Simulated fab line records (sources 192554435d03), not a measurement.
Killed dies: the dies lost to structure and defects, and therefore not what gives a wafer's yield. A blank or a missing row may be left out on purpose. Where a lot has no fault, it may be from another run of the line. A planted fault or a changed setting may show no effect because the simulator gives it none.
fab line records | flow n5_finfet
[record] lots = 7 wafers = 39
route steps=1938 shown WELL_APT@31 SPACER0@260 HKMG_FIN@401 BEOL_M2@908 BEOL_M3@998 BEOL_M7@1308 BEOL_M11@1536 BEOL_M13@1692 BEOL_M15@1809 TV_LITHO@1881 PASSIVATION@1936
start_h: hours from the record's first day to the start of the lot's first wafer shown | wait_h: hours from the lot's prior step to this one | " identical to the entry in the row above | L1.1+2: several wafers, shown together as one row | - value missing, or start not given | * or withheld: withheld | < > ~ a bound
route shown NAME@n: names a module that has steps shown in the file, with the first one's number in the route | usual: mean and standard deviation over wafers with no fault | same: alike in all rows | chamber/n: place in a boat | sites: per-site readings | _std_site: standard deviation of those values | _edge_site: outer sites' mean less inner sites' | radius_mm: how far each site lies from the wafer's centre | mask NAME#n: copy n | behind: tool/chamber where the wafer was last shaped | hold: cause of the lot's hold/its duration in hours/its outcome | device: the n, p or np transistor that did not switch | end of line: the tests these same wafers got at the end of their route | a step without rows: its recipe alone | killed: not the wafer's yield, but the dies lost to structure and defects at the first sort | map: a wafer's dies, marking killed ones x, the rest . and places with no die _
set.NAME: setting as actually run; set.NAME@STEP: the setting as run at that earlier step | model.NAME: the simulator's own value behind a step, which no gauge read
lots run with intentionally changed settings; tables by step, rows by wafer
[[steps]]
[step N5_WELL_APT_DESCUM_13]
[recipe] chemistry = O2 time_s = 7.9 source_power_w = 50 bias_power_w = 20 pressure_mtorr = 20 rf_frequency_hz = 2.712e+07 temp_c = 40 o2_flow_sccm = 225
[step N5_SPACER0_ALD_08]
[recipe] material = SiNx target_thk_a = 20 temp_c = 400 ald_precursor_family = SiH2I2 ald_co_reactant = N2/H2-plasma pressure_torr = 2
[step N5_HKMG_FIN_DESCUM_53]
[recipe] chemistry = O2 time_s = 7.9 source_power_w = 50 bias_power_w = 20 pressure_mtorr = 20 rf_frequency_hz = 2.712e+07 temp_c = 40 resist = CAR-ArF o2_flow_sccm = 225
[step N5_BEOL_M2_SPUTTER_81]
[recipe] material = Cu target_thk_a = 45 temp_c = -20 chamber_pressure_pa = 0.07 power_w = withheld time_s = 8.29
[step N5_BEOL_M3_SPUTTER_81]
[step N5_BEOL_M7_TRENCH_ETCH_37]
[recipe] chemistry = C4F6/O2 target_depth_a = 934.78 target = SiCOH_lowk time_s = 31.2 ion_energy_ev = 250 pressure_mtorr = 30 source_w = 345 bias_w = 185 Ar_flow_sccm = 300 C4F6_flow_sccm = 10 O2_flow_sccm = 10
[step N5_BEOL_M11_ILD_DEP_00]
[recipe] material = SiCOH_lowk target_thk_a = 3085.1 temp_c = 300 precursor = DEMS/porogen pressure_torr = 5 rf_w = 500 time_s = 58
[step N5_BEOL_M13_DESCUM_33]
[step N5_BEOL_M15_TRENCH_ETCH_34]
[recipe] chemistry = C4F8/O2/Ar target = SiO2 target_depth_a = 8729.3 he_inner_torr = 15 he_outer_torr = 30 time_s = 199 ion_energy_ev = 800 pressure_mtorr = 20 source_w = 1905 bias_w = 2040 Ar_flow_sccm = 400 C4F8_flow_sccm = 16 O2_flow_sccm = 12
[step N5_PASSIVATION_DEVELOP_09]
[recipe] develop_time_s = 60 rinse_liquid = diw dry = air_spin dev_temp_c = 21
[step N5_PASSIVATION_PROBE_49]
[usual] sort_bin_5_function = 5.3/1
// columns lot.wafer tool chamber start_h wait_h set.time_s@WELL_APT_DESCUM_13 set.target_thk_a@SPACER0_ALD_08 set.time_s@HKMG_FIN_DESCUM_53 set.time_s@BEOL_M2_SPUTTER_81 set.time_s@BEOL_M3_SPUTTER_81 set.target_depth_a@BEOL_M7_TRENCH_ETCH_37 set.target_thk_a@BEOL_M11_ILD_DEP_00 set.time_s@BEOL_M13_DESCUM_33 set.target_depth_a@BEOL_M15_TRENCH_ETCH_34 set.develop_time_s@PASSIVATION_DEVELOP_09 sort_bin_5_function[%]
L075.2 prober-02 - 295.26 0.1 7.9 20 7.9 8.29 8.29 934.78 3085.1 7.9 8729.3 60 6.7
L075.3 prober-02 - 295.31 0.1 7.9 20 7.9 8.29 8.29 934.78 3085.1 7.9 8729.3 60 6.1
L075.4 prober-02 - 295.36 0.2 7.9 20 7.9 8.29 8.29 934.78 3085.1 7.9 8729.3 60 5.8
L078.1 prober-01 - 333.91 0.0 7.9 20 7.9 8.29 6.975 934.78 3085.1 7.9 12090 24.01 4.7
L078.2 prober-01 - 333.96 0.1 5.694 20 7.9 8.29 8.29 934.78 2418 7.9 12090 60 6.9
L078.3 prober-01 - 334.01 0.1 5.694 14.09 12.3 8.29 8.29 619.2 3085.1 7.9 8729.3 60 4.9
L078.4 prober-01 - 334.06 0.2 7.9 20 12.3 8.29 8.29 934.78 2418 7.9 8729.3 24.01 5.6
L078.5 prober-01 - 334.11 0.2 7.9 14.09 7.9 8.29 6.975 619.2 3085.1 7.9 12090 24.01 5.4
L078.6 prober-01 - 334.16 0.3 5.694 14.09 12.3 8.29 6.975 619.2 2418 7.9 8729.3 60 4.8
L085.1 prober-01 - 379.96 0.0 7.9 20 7.9 8.29 8.29 934.78 4619 7.9 8729.3 86.83 96.3
L085.2 prober-01 - 380.01 0.1 10.97 20 10.21 8.29 8.29 1285 3085.1 7.9 8729.3 60 13.7
L085.3 prober-01 - 380.06 0.1 10.97 20 7.9 11 8.29 1285 3085.1 7.9 8729.3 86.83 6.2
L085.4 prober-01 - 380.11 0.2 7.9 20 10.21 11 12.33 934.78 4619 7.9 8729.3 86.83 97.3
L085.5 prober-01 - 380.16 0.2 10.97 20 7.9 8.29 12.33 934.78 3085.1 7.9 8729.3 60 8.0
L085.6 prober-01 - 380.21 0.3 7.9 20 10.21 11 12.33 1285 4619 7.9 8729.3 60 96.4
L087.1 prober-02 - 384.51 0.0 7.9 20 7.9 9.652 8.29 934.78 3085.1 7.9 8729.3 73.51 3.3
L087.2 prober-02 - 384.56 0.1 6.218 20 7.9 9.652 8.29 758.2 1520 7.9 8729.3 60 5.6
L087.3 prober-02 - 384.61 0.1 6.218 20 7.9 8.29 8.29 934.78 1520 7.9 8729.3 60 6.8
L087.4 prober-02 - 384.66 0.2 7.9 20 7.9 9.652 8.29 758.2 3085.1 7.9 8729.3 73.51 4.4
L087.5 prober-02 - 384.71 0.2 6.218 20 7.9 8.29 8.29 934.78 1520 7.9 8729.3 73.51 5.5
L087.6 prober-02 - 384.76 0.3 7.9 20 7.9 8.29 8.29 758.2 3085.1 7.9 8729.3 60 5.8
L092.1 prober-02 - 430.97 0.0 6.097 8.399 7.9 11.92 13.21 934.78 2144 7.9 8729.3 60 4.7
L092.2 prober-02 - 431.02 0.1 7.9 20 7.9 8.29 8.29 934.78 2144 5.742 13630 60 4.5
L092.3 prober-02 - 431.07 0.1 6.097 20 7.9 11.92 13.21 934.78 3085.1 5.742 13630 60 5.7
L092.4 prober-02 - 431.12 0.2 7.9 8.399 7.9 11.92 8.29 934.78 2144 7.9 8729.3 60 4.5
L092.5 prober-02 - 431.17 0.2 6.097 20 7.9 8.29 13.21 934.78 3085.1 7.9 13630 60 6.4
L092.6 prober-02 - 431.22 0.3 7.9 8.399 7.9 8.29 8.29 934.78 3085.1 5.742 8729.3 60 5.1
L094.1 prober-02 - 436.02 0.0 7.9 16.47 9.666 8.29 4.07 1200 3085.1 7.9 7376 88.26 4.5
L094.2 prober-02 - 436.07 0.1 7.9 20 7.9 8.29 8.29 1200 3085.1 9.912 7376 60 5.2
L094.3 prober-02 - 436.12 0.1 7.9 16.47 9.666 8.29 8.29 934.78 3085.1 7.9 8729.3 60 5.3
L094.4 prober-02 - 436.17 0.2 7.9 16.47 7.9 12.14 8.29 1200 3085.1 9.912 8729.3 88.26 3.6
L094.5 prober-02 - 436.22 0.2 7.9 20 9.666 12.14 4.07 934.78 3085.1 7.9 7376 88.26 5.4
L094.6 prober-02 - 436.27 0.3 7.9 20 7.9 12.14 4.07 934.78 3085.1 9.912 8729.3 60 6.1
L097.1 prober-02 - 436.65 0.0 7.9 31.15 9.997 8.29 8.29 934.78 4866 12.06 4840 32.04 95.6
L097.2 prober-02 - 436.70 0.1 4.021 31.15 7.9 6.736 8.29 1195 3085.1 7.9 8729.3 32.04 82.0
L097.3 prober-02 - 436.75 0.1 7.9 20 7.9 6.736 8.29 1195 4866 7.9 4840 60 96.4
L097.4 prober-02 - 436.80 0.2 4.021 31.15 9.997 6.736 9.646 934.78 4866 12.06 8729.3 32.04 95.3
L097.5 prober-02 - 436.85 0.2 7.9 20 9.997 8.29 9.646 934.78 3085.1 7.9 8729.3 60 5.9
L097.6 prober-02 - 436.90 0.3 4.021 20 7.9 8.29 9.646 1195 3085.1 12.06 4840 60 89.9
// killed by level:class
L075.2 MOL_CONTACT_COAG:geometric_particle:open=19 BEOL_M0_SAQP:geometric_particle:short=18 BEOL_M0_SAQP:geometric_particle:open=13 STI_FIN_REVEAL:geometric_particle:open=9 BEOL_M1:geometric_particle:open=8 BEOL_M2:geometric_particle:open=7 BEOL_M3:geometric_particle:open=5 DUMMY_GATE:geometric_particle:open=4
L075.3 BEOL_M3:geometric_particle:open=14 BEOL_M0_SAQP:geometric_particle:short=12 BEOL_M1:geometric_particle:open=11 BEOL_M0_SAQP:geometric_particle:open=9 BEOL_M4:geometric_particle:open=9 STI_FIN_REVEAL:geometric_particle:open=8 MOL_CONTACT_COAG:geometric_particle:open=6 FIN_SAQP:geometric_particle:open=5
L075.4 STI_FIN_REVEAL:geometric_particle:open=15 BEOL_M0_SAQP:geometric_particle:short=13 DUMMY_GATE:geometric_particle:open=10 MOL_CONTACT_COAG:geometric_particle:open=9 GATE_CUT:geometric_particle:short=8 BEOL_M0_SAQP:geometric_particle:open=8 BEOL_M1:geometric_particle:open=7 BEOL_M4:geometric_particle:open=7
L078.1 MOL_CONTACT_COAG:geometric_particle:open=9 BEOL_M0_SAQP:geometric_particle:short=8 BEOL_M4:geometric_particle:open=8 DUMMY_GATE:geometric_particle:open=5 BEOL_M0_SAQP:geometric_particle:open=5 BEOL_M1:geometric_particle:open=5 FIN_SAQP:geometric_particle:short=4 FIN_SAQP:geometric_particle:open=4
L078.2 STI_FIN_REVEAL:geometric_particle:open=17 FIN_SAQP:geometric_particle:open=14 BEOL_M4:geometric_particle:open=14 FIN_SAQP:geometric_particle:short=13 BEOL_M3:geometric_particle:open=9 MOL_CONTACT_COAG:geometric_particle:open=8 BEOL_M0_SAQP:geometric_particle:open=6 BEOL_M1:geometric_particle:open=6
L078.3 BEOL_M7:area_ecd=30 STI_FIN_REVEAL:geometric_particle:open=17 BEOL_M4:geometric_particle:open=11 BEOL_M3:geometric_particle:open=7 MOL_CONTACT_COAG:geometric_particle:short=6 FIN_SAQP:geometric_particle:open=5 ILD0:geometric_particle:short=5 BEOL_M0_SAQP:geometric_particle:short=5
L078.4 STI_FIN_REVEAL:geometric_particle:open=15 FIN_SAQP:geometric_particle:open=10 BEOL_M4:geometric_particle:open=10 BEOL_M0_SAQP:geometric_particle:short=9 FIN_SAQP:geometric_particle:short=7 BEOL_M3:geometric_particle:open=6 BEOL_M0_SAQP:geometric_particle:open=5 DUMMY_GATE:geometric_particle:open=5
L078.5 STI_FIN_REVEAL:geometric_particle:open=19 BEOL_M7:area_ecd=15 BEOL_M0_SAQP:geometric_particle:open=9 STI_FIN_REVEAL:geometric_particle:short=8 MOL_CONTACT_COAG:geometric_particle:open=8 BEOL_M3:geometric_particle:open=8 BEOL_M4:geometric_particle:open=8 FIN_SAQP:geometric_particle:open=5
L078.6 MOL_CONTACT_COAG:geometric_particle:open=15 BEOL_M7:area_ecd=11 BEOL_M4:geometric_particle:open=10 BEOL_M3:geometric_particle:open=9 FIN_SAQP:geometric_particle:open=7 FIN_SAQP:geometric_particle:short=6 BEOL_M0_SAQP:geometric_particle:short=6 STI_FIN_REVEAL:geometric_particle:open=5
L085.1 BEOL_M11:area_etch=1088 STI_FIN_REVEAL:geometric_particle:open=13 BEOL_M0_SAQP:geometric_particle:short=10 BEOL_M0_SAQP:geometric_particle:open=9 FIN_SAQP:geometric_particle:open=7 BEOL_M2:geometric_particle:open=7 BEOL_M1:geometric_particle:open=5 FIN_SAQP:geometric_particle:short=4
L085.2 MOL_CONTACT_COAG:area_etch=102 BEOL_M2:geometric_particle:open=14 BEOL_M0_SAQP:geometric_particle:open=12 BEOL_M0_SAQP:geometric_particle:short=11 FIN_SAQP:geometric_particle:open=10 DUMMY_GATE:geometric_particle:open=10 FIN_SAQP:geometric_particle:short=8 MOL_CONTACT_COAG:geometric_particle:open=6
L085.3 FIN_SAQP:geometric_particle:short=16 FIN_SAQP:geometric_particle:open=13 BEOL_M2:geometric_particle:open=13 BEOL_M0_SAQP:geometric_particle:short=10 BEOL_M3:geometric_particle:open=9 BEOL_M0_SAQP:geometric_particle:open=8 BEOL_M1:geometric_particle:open=7 STI_FIN_REVEAL:geometric_particle:open=5
L085.4 BEOL_M11:area_etch=1082 STI_FIN_REVEAL:geometric_particle:open=10 FIN_SAQP:geometric_particle:short=7 MOL_CONTACT_COAG:geometric_particle:open=7 BEOL_M3:geometric_particle:open=6 FIN_SAQP:geometric_particle:open=6 BEOL_M1:geometric_particle:open=6 DUMMY_GATE:geometric_particle:open=5
L085.5 MOL_CONTACT_COAG:area_etch=29 BEOL_M0_SAQP:geometric_particle:short=16 FIN_SAQP:geometric_particle:short=15 FIN_SAQP:geometric_particle:open=9 MOL_CONTACT_COAG:geometric_particle:open=8 BEOL_M0_SAQP:geometric_particle:open=8 BEOL_M2:geometric_particle:open=8 BEOL_M5:geometric_particle:open=7
L085.6 BEOL_M11:area_etch=1054 FIN_SAQP:geometric_particle:short=17 FIN_SAQP:geometric_particle:open=16 BEOL_M0_SAQP:geometric_particle:short=13 BEOL_M0_SAQP:geometric_particle:open=12 STI_FIN_REVEAL:geometric_particle:open=9 BEOL_M1:geometric_particle:open=7 BEOL_M2:geometric_particle:open=6
L087.1 BEOL_M0_SAQP:geometric_particle:short=9 BEOL_M3:geometric_particle:open=9 STI_FIN_REVEAL:geometric_particle:open=6 BEOL_M0_SAQP:geometric_particle:open=5 GATE_CUT:geometric_particle:short=4 BEOL_M0:geometric_particle:open=4 FIN_SAQP:geometric_particle:short=3 FIN_SAQP:geometric_particle:open=3
L087.2 BEOL_M11:area_dep=1040 STI_FIN_REVEAL:geometric_particle:open=15 BEOL_M0_SAQP:geometric_particle:short=15 BEOL_M0_SAQP:geometric_particle:open=10 BEOL_M2:geometric_particle:open=8 FIN_SAQP:geometric_particle:open=7 MOL_CONTACT_COAG:geometric_particle:open=7 STI_FIN_REVEAL:geometric_particle:short=6
L087.3 BEOL_M11:area_dep=1033 BEOL_M0_SAQP:geometric_particle:open=17 STI_FIN_REVEAL:geometric_particle:open=14 FIN_SAQP:geometric_particle:open=11 BEOL_M0_SAQP:geometric_particle:short=11 MOL_CONTACT_COAG:geometric_particle:open=10 HKMG_FIN:area_etch=7 DUMMY_GATE:geometric_particle:open=5
L087.4 STI_FIN_REVEAL:geometric_particle:open=14 BEOL_M2:geometric_particle:open=9 FIN_SAQP:geometric_particle:open=7 DUMMY_GATE:geometric_particle:open=6 BEOL_M0_SAQP:geometric_particle:short=6 BEOL_M0_SAQP:geometric_particle:open=5 BEOL_M3:geometric_particle:open=5 DUMMY_GATE:geometric_particle:short=4
L087.5 BEOL_M11:area_dep=1060 BEOL_M0_SAQP:geometric_particle:open=14 BEOL_M0_SAQP:geometric_particle:short=12 FIN_SAQP:geometric_particle:open=11 STI_FIN_REVEAL:geometric_particle:open=10 BEOL_M2:geometric_particle:open=8 BEOL_M3:geometric_particle:open=7 STI_FIN_REVEAL:geometric_particle:short=5
L087.6 FIN_SAQP:geometric_particle:open=19 STI_FIN_REVEAL:geometric_particle:open=13 BEOL_M0_SAQP:geometric_particle:open=12 BEOL_M0_SAQP:geometric_particle:short=9 MOL_CONTACT_COAG:geometric_particle:open=8 BEOL_M1:geometric_particle:open=7 BEOL_M2:geometric_particle:open=7 FIN_SAQP:geometric_particle:short=4
L092.1 MOL_CONTACT_COAG:geometric_particle:open=12 FIN_SAQP:geometric_particle:open=8 DUMMY_GATE:geometric_particle:open=6 BEOL_M0_SAQP:geometric_particle:open=6 BEOL_M0_SAQP:geometric_particle:short=6 STI_FIN_REVEAL:geometric_particle:open=5 BEOL_M1:geometric_particle:open=5 BEOL_M2:geometric_particle:open=5
L092.2 STI_FIN_REVEAL:geometric_particle:open=12 MOL_CONTACT_COAG:geometric_particle:open=8 FIN_SAQP:geometric_particle:open=5 STARTING-WAFER:geometric_particle:open=5 BEOL_M0_SAQP:geometric_particle:short=5 BEOL_M0_SAQP:geometric_particle:open=5 BEOL_M1:geometric_particle:open=5 HKMG_FIN:area_etch=5
L092.3 BEOL_M4:geometric_particle:open=18 BEOL_M0_SAQP:geometric_particle:short=13 BEOL_M1:geometric_particle:open=10 BEOL_M2:geometric_particle:open=10 BEOL_M0_SAQP:geometric_particle:open=9 MOL_CONTACT_COAG:geometric_particle:open=7 FIN_SAQP:geometric_particle:open=6 BEOL_M3:geometric_particle:open=5
L092.4 MOL_CONTACT_COAG:geometric_particle:open=11 BEOL_M1:geometric_particle:open=9 FIN_SAQP:geometric_particle:open=7 STI_FIN_REVEAL:geometric_particle:open=7 BEOL_M4:geometric_particle:open=7 BEOL_M0_SAQP:geometric_particle:open=6 BEOL_M2:geometric_particle:open=6 MOL_CONTACT_COAG:area_etch=5
L092.5 MOL_CONTACT_COAG:geometric_particle:open=22 BEOL_M0_SAQP:geometric_particle:open=14 STI_FIN_REVEAL:geometric_particle:open=12 BEOL_M0_SAQP:geometric_particle:short=10 BEOL_M1:geometric_particle:open=9 BEOL_M4:geometric_particle:open=8 BEOL_M0:geometric_particle:open=6 FIN_SAQP:geometric_particle:open=4
L092.6 STI_FIN_REVEAL:geometric_particle:open=17 MOL_CONTACT_COAG:geometric_particle:open=10 BEOL_M0_SAQP:geometric_particle:open=9 FIN_SAQP:geometric_particle:short=7 FIN_SAQP:geometric_particle:open=7 BEOL_M1:geometric_particle:open=6 BEOL_M2:geometric_particle:open=5 DUMMY_GATE:geometric_particle:open=4
L094.1 BEOL_M4:geometric_particle:open=13 STI_FIN_REVEAL:geometric_particle:open=8 MOL_CONTACT_COAG:geometric_particle:open=7 HKMG_FIN:area_etch=7 BEOL_M4:geometric_particle:short=6 FIN_SAQP:geometric_particle:open=4 FIN_SAQP:geometric_particle:short=4 BEOL_M0_SAQP:geometric_particle:open=4
L094.2 STI_FIN_REVEAL:geometric_particle:open=13 BEOL_M1:geometric_particle:open=11 BEOL_M4:geometric_particle:open=10 FIN_SAQP:geometric_particle:short=8 FIN_SAQP:geometric_particle:open=8 MOL_CONTACT_COAG:geometric_particle:open=6 BEOL_M2:geometric_particle:open=6 STI_FIN_REVEAL:geometric_particle:short=5
L094.3 STI_FIN_REVEAL:geometric_particle:open=15 FIN_SAQP:geometric_particle:open=10 MOL_CONTACT_COAG:geometric_particle:open=8 GATE_CUT:geometric_particle:short=7 BEOL_M3:geometric_particle:open=7 BEOL_M4:geometric_particle:open=7 FIN_SAQP:geometric_particle:short=5 BEOL_M4:geometric_particle:short=5
L094.4 BEOL_M0_SAQP:geometric_particle:open=15 MOL_CONTACT_COAG:geometric_particle:open=10 FIN_SAQP:geometric_particle:open=9 BEOL_M0_SAQP:geometric_particle:short=8 FIN_SAQP:geometric_particle:short=7 BEOL_M4:geometric_particle:open=6 STI_FIN_REVEAL:geometric_particle:open=5 DUMMY_GATE:geometric_particle:open=4
L094.5 FIN_SAQP:geometric_particle:open=12 BEOL_M0_SAQP:geometric_particle:short=9 FIN_SAQP:geometric_particle:short=8 STI_FIN_REVEAL:geometric_particle:open=7 GATE_CUT:geometric_particle:short=7 DUMMY_GATE:geometric_particle:open=6 MOL_CONTACT_COAG:geometric_particle:open=5 BEOL_M4:geometric_particle:open=5
L094.6 STI_FIN_REVEAL:geometric_particle:open=13 FIN_SAQP:geometric_particle:open=12 BEOL_M0_SAQP:geometric_particle:short=11 FIN_SAQP:geometric_particle:short=8 BEOL_M0_SAQP:geometric_particle:open=8 MOL_CONTACT_COAG:geometric_particle:open=6 DUMMY_GATE:geometric_particle:open=5 DUMMY_GATE:geometric_particle:short=5
L097.1 MOL_CONTACT_COAG:area_etch=868 BEOL_M11:area_etch=192 MOL_CONTACT_COAG:geometric_particle:open=17 FIN_SAQP:geometric_particle:open=12 FIN_SAQP:geometric_particle:short=8 BEOL_M0_SAQP:geometric_particle:open=8 BEOL_M0_SAQP:geometric_particle:short=8 STI_FIN_REVEAL:geometric_particle:open=5
L097.2 MOL_CONTACT_COAG:area_etch=902 MOL_CONTACT_COAG:geometric_particle:open=19 BEOL_M0_SAQP:geometric_particle:open=12 BEOL_M0_SAQP:geometric_particle:short=10 BEOL_M1:geometric_particle:open=9 BEOL_M2:geometric_particle:open=8 FIN_SAQP:geometric_particle:open=7 STI_FIN_REVEAL:geometric_particle:open=5
L097.3 BEOL_M11:area_etch=1080 STI_FIN_REVEAL:geometric_particle:open=16 MOL_CONTACT_COAG:geometric_particle:open=12 BEOL_M2:geometric_particle:open=7 FIN_SAQP:geometric_particle:short=4 BEOL_M3:geometric_particle:open=4 BEOL_M8:geometric_particle:open=4 FIN_SAQP:geometric_particle:open=3
L097.4 BEOL_M11:area_etch=1090 MOL_CONTACT_COAG:geometric_particle:open=11 BEOL_M2:geometric_particle:open=9 BEOL_M0_SAQP:geometric_particle:open=8 BEOL_M4:geometric_particle:open=8 FIN_SAQP:geometric_particle:open=7 GATE_CUT:geometric_particle:short=4 BEOL_M0_SAQP:geometric_particle:short=4
L097.5 MOL_CONTACT_COAG:geometric_particle:open=9 STI_FIN_REVEAL:geometric_particle:open=8 BEOL_M1:geometric_particle:open=8 BEOL_M2:geometric_particle:open=7 FIN_SAQP:geometric_particle:open=6 BEOL_M0_SAQP:geometric_particle:open=6 BEOL_M1:geometric_particle:short=6 STARTING-WAFER:geometric_particle:open=5
L097.6 MOL_CONTACT_COAG:area_etch=1023 MOL_CONTACT_COAG:geometric_particle:open=9 BEOL_M1:geometric_particle:open=7 BEOL_M0_SAQP:geometric_particle:short=5 DUMMY_GATE:geometric_particle:open=4 BEOL_M0_SAQP:geometric_particle:open=3 BEOL_M2:geometric_particle:open=3 BEOL_M3:geometric_particle:open=3
[[key]]
[split] step = N5_WELL_APT_DESCUM_13 setting = time_s stated_as = 7.9
[response] step = N5_PASSIVATION_PROBE_49 reading = sort_bin_5_function slope = -1.02 per = 1% together_with = all explained = 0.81
[split] step = N5_SPACER0_ALD_08 setting = target_thk_a stated_as = 20
response none clear
[split] step = N5_HKMG_FIN_DESCUM_53 setting = time_s stated_as = 7.9
response none clear
[split] step = N5_BEOL_M2_SPUTTER_81 setting = time_s stated_as = 8.29
response none clear
[split] step = N5_BEOL_M3_SPUTTER_81 setting = time_s stated_as = 8.29
response none clear
[split] step = N5_BEOL_M7_TRENCH_ETCH_37 setting = target_depth_a stated_as = 934.78
response none clear
[split] step = N5_BEOL_M11_ILD_DEP_00 setting = target_thk_a stated_as = 3085.1
[response] step = N5_PASSIVATION_PROBE_49 reading = sort_bin_5_function slope = +0.691 per = 1% together_with = all explained = 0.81
[split] step = N5_BEOL_M13_DESCUM_33 setting = time_s stated_as = 7.9
response none clear
[split] step = N5_BEOL_M15_TRENCH_ETCH_34 setting = target_depth_a stated_as = 8729.3
response none clear
[split] step = N5_PASSIVATION_DEVELOP_09 setting = develop_time_s stated_as = 60
response none clear
